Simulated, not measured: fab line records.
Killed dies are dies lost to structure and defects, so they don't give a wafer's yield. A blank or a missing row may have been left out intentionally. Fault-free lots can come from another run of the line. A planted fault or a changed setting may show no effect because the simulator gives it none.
fab line records	flow n5Finfet
record: lots: 11	wafers: 33	lastDay: 20
route steps=1938 shown BEOL_M15@1807
lots untouched by any fault: they come from a run of this same line in which no faults occurred
startH: hours from the record's opening day to when the first of the lot's shown wafers began	waitH: how many hours have passed since the lot's step before this one	" same as the row above	L1.1+2: a single row standing in for several wafers	- no value, or no start given	* or withheld: withheld	< > ~ a bound
route shown NAME@n: NAME is a module with steps in the file, n the number in the route of the first one	usual: the fault-free wafers' mean and standard deviation	same: alike in all rows	chamber/n: place in a boat	sites: each site's reading	_std_site: how widely they spread, as a standard deviation	_edge_site: the outer-site mean with the inner-site mean subtracted	radiusMm: for every site, how far away it sits from the centre of the wafer	mask NAME#n: copy n	behind: the last tool/chamber to shape the wafer	hold: cause of the lot's hold/its duration in hours/its outcome	device: transistor that didn't switch, given as n, p or np	end of line: the route-end tests of the same wafers	step lacking rows: just its recipe	killed: dies that structure and defects cost at the first sort, which is not the same as the wafer's yield	map: per-die view of a wafer (x killed, . not killed, _ where there is no die)
set.NAME: the run value of the setting; set.NAME@STEP: its run value at that earlier step	model.NAME: the simulator's own value behind a step, which no gauge read
the route's steps for a sample of lots (tables are steps, rows are wafers)
services: when a tool's chamber went out of use (startH, in hours from the record's first day, below 0 if earlier), for how many hours, and the reason
== steps ==
step: N5_BEOL_M15_DESCUM_33
recipe: chemistry: O2	timeS: 7.9	sourcePowerW: 50	biasPowerW: 20	pressureMtorr: 20	rfFrequencyHz: 2.712e+07	tempC: 40	o2FlowSccm: 225
usual: drypumpMotorCurrentA: 5.4/0.44	oesProductAu: 0.79/0.092	rfVppV: 243.9/1.2	showerheadPlenumPTorr: 2.14/0.05	throttleValvePct: 20.42/0.21
lot.wafer	tool	chamber	startH	waitH	drypumpMotorCurrentA	oesProductAu	rfHoursCounterH	rfVppV	showerheadPlenumPTorr	throttleValvePct
L438.1	rieDiel-01	1	288.46	0.0	5.8	0.96	5	243.0	2.15	20.39
L438.5	"	1	"	"	5.7	0.96	-	242.7	2.14	20.38
L438.6	"	0	"	"	5.5	0.72	-	242.8	2.18	20.31
L440.4	rieDiel-01	1	312.12	0.0	5.7	0.93	11	244.0	2.14	20.40
L440.5	"	0	"	"	5.5	0.71	-	243.5	2.17	20.30
L440.6	"	1	"	"	5.7	0.93	-	245.0	2.14	20.41
L443.3	rieDiel-02	3	328.83	0.0	5.5	0.77	122	245.3	2.18	20.19
L443.4	"	2	"	"	4.8	0.80	111	243.1	2.19	20.88
L443.6	"	3	"	"	5.5	0.78	-	243.4	2.18	20.20
L446.2	rieDiel-04	3	344.88	0.0	5.7	0.72	190	242.6	2.08	20.38
L446.5	"	2	"	"	5.5	0.68	-	242.8	2.05	20.56
L446.6	"	1	"	"	6.1	0.90	-	246.5	2.23	20.22
L448.1	rieDiel-02	1	367.59	0.0	5.0	0.72	207	244.6	2.17	20.29
L448.2	"	2	"	"	4.9	0.79	122	244.9	2.19	20.91
L448.5	"	3	"	"	5.5	0.77	-	245.6	2.18	20.21
L449.2	rieDiel-04	3	374.62	0.0	5.6	0.71	197	243.6	2.08	20.38
L449.4	"	3	"	"	5.7	0.71	-	242.0	2.08	20.38
L449.6	"	1	"	"	6.1	0.89	-	245.0	2.22	20.23
L450.2	rieDiel-01	3	377.78	0.0	4.7	0.70	220	244.0	2.15	20.31
L450.5	"	0	"	"	5.5	0.70	-	243.9	2.17	20.36
L450.6	"	1	"	"	5.8	0.89	-	244.3	2.13	20.43
L451.1	rieDiel-02	0	398.53	0.0	5.0	0.95	5	244.1	2.14	20.23
L451.2	"	2	"	"	4.8	0.78	131	245.9	2.19	20.92
L451.4	"	3	"	"	5.5	0.74	140	244.7	2.18	20.25
L454.2	rieDiel-04	3	435.33	0.0	5.6	0.70	217	242.9	2.07	20.43
L454.4	"	0	"	"	6.1	0.85	69	244.1	2.12	20.51
L454.6	"	1	"	"	6.1	0.85	-	245.6	2.22	20.24
L460.1	rieDiel-04	0	448.92	0.2	6.1	0.85	73	243.2	2.12	20.52
L460.4	"	3	"	"	5.6	0.70	222	244.4	2.07	20.44
L460.6	"	2	"	"	5.5	0.90	-	243.0	2.04	20.25
L459.1	rieDiel-01	2	459.77	0.2	5.0	0.70	233	240.7	2.08	20.76
L459.4	"	1	"	"	5.8	0.85	55	242.7	2.13	20.45
L459.6	"	1	"	"	5.8	0.85	-	244.5	2.13	20.45
step: N5_BEOL_M15_SPUTTER_43
recipe: material: TaN	targetThkA: 150	tempC: 50	biasV: 168.6	powerW: 15000	chamberPressurePa: 0.12	timeS: 24.19
usual: biasV: 168.5/1.6	susceptorTempC: 49.99/0.11	throttleValvePct: 30.2/1.4
lot.wafer	tool	chamber	startH	waitH	biasV	susceptorTempC	throttleValvePct
L438.1	pvdSputter-01	-	296.68	0.0	171.2	49.90	32.8
L438.5	"	-	"	"	168.4	50.06	30.0
L438.6	"	-	"	"	170.8	50.01	32.8
L440.4	pvdSputter-02	-	315.82	0.0	167.9	50.02	29.3
L440.5	"	-	"	"	168.1	49.68	32.5
L440.6	"	-	"	"	171.1	50.13	29.7
L443.3	pvdSputter-03	-	330.85	0.0	169.9	49.97	29.3
L443.4	"	-	"	"	167.8	50.25	32.4
L443.6	"	-	"	"	169.7	49.81	29.4
L446.2	pvdSputter-02	-	347.68	0.0	167.5	50.03	29.2
L446.5	"	-	"	"	169.0	49.91	32.3
L446.6	"	-	"	"	167.8	49.96	29.5
L448.1	pvdSputter-01	-	369.99	0.0	167.3	49.94	29.2
L448.2	"	-	"	"	171.4	50.08	32.6
L448.5	"	-	"	"	167.0	49.96	29.5
L449.2	pvdSputter-03	-	376.22	0.0	167.6	49.97	32.3
L449.4	"	-	"	"	167.0	49.82	29.1
L449.6	"	-	"	"	165.1	49.88	29.4
L450.2	pvdSputter-01	-	379.17	0.0	168.4	50.13	28.3
L450.5	"	-	"	"	169.4	49.90	29.5
L450.6	"	-	"	"	167.9	49.94	28.4
L451.1	pvdSputter-01	-	399.30	0.0	171.1	50.08	29.9
L451.2	"	-	"	"	171.4	50.20	33.1
L451.4	"	-	"	"	171.6	49.73	29.1
L454.2	pvdSputter-01	-	439.70	0.0	169.0	50.00	29.4
L454.4	"	-	"	"	165.4	49.85	33.2
L454.6	"	-	"	"	169.2	50.17	29.6
L460.1	pvdSputter-02	-	450.10	0.0	170.1	50.07	29.6
L460.4	"	-	"	"	169.9	49.98	32.7
L460.6	"	-	"	"	167.9	50.08	32.3
L459.1	pvdSputter-02	-	462.88	0.0	169.0	50.09	29.4
L459.4	"	-	"	"	169.8	49.95	29.4
L459.6	"	-	"	"	168.7	49.93	29.5
step: N5_BEOL_M15_ANNEAL_48
recipe: tempC: 225	timeS: 90	ambient: N2
usual: annealTempC: 224.99/0.18	annealTempCMax: 226.3/0.34	wafer_temp_C_max: 226.0/0.38
lot.wafer	tool	chamber	startH	waitH	annealTempC	annealTempCMax	wafer_temp_C_max
L438.1	rtpAnneal-02	0	297.20	0.2	224.88	226.1	226.0
L438.5	"	0	"	"	225.00	226.3	225.9
L438.6	"	0	"	"	225.27	226.8	225.8
L440.4	rtpAnneal-02	0	316.54	0.3	224.85	226.1	226.6
L440.5	"	0	"	"	225.07	226.6	226.5
L440.6	"	0	"	"	225.09	226.3	225.9
L443.3	rtpAnneal-02	0	332.50	1.2	224.99	226.3	226.3
L443.4	"	0	"	"	225.02	226.4	226.1
L443.6	"	0	"	"	225.11	226.5	225.8
L446.2	rtpAnneal-02	0	348.24	0.2	225.11	226.6	226.3
L446.5	"	0	"	"	225.17	226.5	226.5
L446.6	"	0	"	"	224.73	226.2	226.4
L448.1	rtpAnneal-02	0	371.47	1.1	225.11	226.4	226.0
L448.2	"	0	"	"	225.05	226.5	226.2
L448.5	"	0	"	"	225.21	226.5	226.5
L449.2	rtpAnneal-01	-	378.20	1.6	-	-	-
L449.4	"	-	"	"	-	-	-
L449.6	"	-	"	"	-	-	-
L450.2	rtpAnneal-01	-	379.73	0.2	-	-	-
L450.5	"	-	"	"	-	-	-
L450.6	"	-	"	"	-	-	-
L451.1	rtpAnneal-02	-	399.82	0.2	-	-	-
L451.2	"	-	"	"	-	-	-
L451.4	"	-	"	"	-	-	-
L454.2	rtpAnneal-01	0	440.26	0.2	225.18	226.4	225.4
L454.4	"	0	"	"	225.24	226.1	225.7
L454.6	"	0	"	"	225.26	226.8	225.8
L460.1	rtpAnneal-02	0	450.62	0.2	224.85	226.9	226.3
L460.4	"	0	"	"	224.69	226.6	226.1
L460.6	"	0	"	"	224.87	226.1	226.3
L459.1	rtpAnneal-02	0	463.39	0.2	224.81	226.6	226.1
L459.4	"	0	"	"	224.82	226.2	226.4
L459.6	"	0	"	"	224.56	225.9	226.0
step: N5_BEOL_M15_RS_MEAS_54
recipe: thkMeasGauge: four-point-probe	reads: Cu_of_BEOL_M15_ECD_47+Ta_of_BEOL_M15_SPUTTER_44+TaN_of_BEOL_M15_SPUTTER_43
usual: M15_RS: 0.02167/0.00026
lot.wafer	tool	chamber	startH	waitH	M15_RS[ohm/sq]
L438.1	filmMetro-01	-	297.94	0.0	0.02142
L438.5	"	-	"	"	0.02121
L438.6	"	-	"	"	0.02172
L440.4	filmMetro-02	-	317.13	0.0	0.02152
L440.5	"	-	"	"	0.02185
L440.6	"	-	"	"	0.02151
L443.3	filmMetro-02	-	333.13	0.1	0.02159
L443.4	"	-	"	"	0.02153
L443.6	"	-	"	"	0.02137
L446.2	filmMetro-02	-	349.20	0.1	0.02162
L446.5	"	-	"	"	0.02222
L446.6	"	-	"	"	0.02145
L448.1	filmMetro-01	-	372.19	0.0	0.02175
L448.2	"	-	"	"	0.02163
L448.5	"	-	"	"	0.02166
L449.2	filmMetro-02	-	378.88	0.1	0.02207
L449.4	"	-	"	"	0.02216
L449.6	"	-	"	"	0.02183
L450.2	filmMetro-01	-	380.41	0.1	0.02257
L450.5	"	-	"	"	0.02231
L450.6	"	-	"	"	0.02204
L451.1	filmMetro-01	-	400.55	0.0	0.02126
L451.2	"	-	"	"	0.02175
L451.4	"	-	"	"	0.02194
L454.2	filmMetro-01	-	440.97	0.1	0.02179
L454.4	"	-	"	"	0.02172
L454.6	"	-	"	"	0.02146
L460.1	filmMetro-01	-	451.34	0.0	0.02171
L460.4	"	-	"	"	0.02151
L460.6	"	-	"	"	0.02139
L459.1	filmMetro-01	-	464.11	0.0	0.02164
L459.4	"	-	"	"	0.02143
L459.6	"	-	"	"	0.02149
== services ==
tool	chamber	startH	hours	kind
rieDiel-01	1	291.76	3.0	repair
rieDiel-02	2	294.86	20.4	repair
rieDiel-01	3	342.61	28.4	repair
rieDiel-01	-	343.93	0.2	repair
rieDiel-02	3	351.99	7.2	repair
rieDiel-02	0	359.19	-	clean
rieDiel-02	0	359.19	-	consumableReplace:focusRing
rieDiel-02	0	359.19	22.7	scheduledDown
rieDiel-02	0	359.19	22.7	ventCycle
rieDiel-04	2	369.75	-	clean
rieDiel-04	2	369.75	-	consumableReplace:focusRing
rieDiel-04	2	369.75	20.7	scheduledDown
rieDiel-04	2	369.75	20.7	ventCycle
rieDiel-04	2	404.85	1.6	repair
rieDiel-02	2	407.57	1.4	repair
rtpAnneal-01	-	409.94	3.4	pm
rieDiel-01	-	413.97	2.1	repair
rieDiel-04	-	436.28	2.6	repair
pvdSputter-02	-	446.64	2.0	repair
== key ==
firstSign: step: N5_BEOL_M15_ANNEAL_48	reading: toolRecord	direction: missing
effect: step: N5_BEOL_M15_RS_MEAS_54	reading: M15_RS	direction: up	sigmas: 1.2	usual: 0.02167	struck: 0.02199
metAt N5_BEOL_M15_ANNEAL_48
struckLots L449,L450,L451
notActingAt N5_BEOL_M15_DESCUM_33,N5_BEOL_M15_SPUTTER_43,N5_BEOL_M15_RS_MEAS_54
onsetBetween 371.47 378.20
fault: kind: skippedStepWhole	tool: rtpAnneal-01,rtpAnneal-02	chamber: -	onsetH: 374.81	steps: N5_BEOL_M15_ANNEAL_48	scope: struckLotsOnly
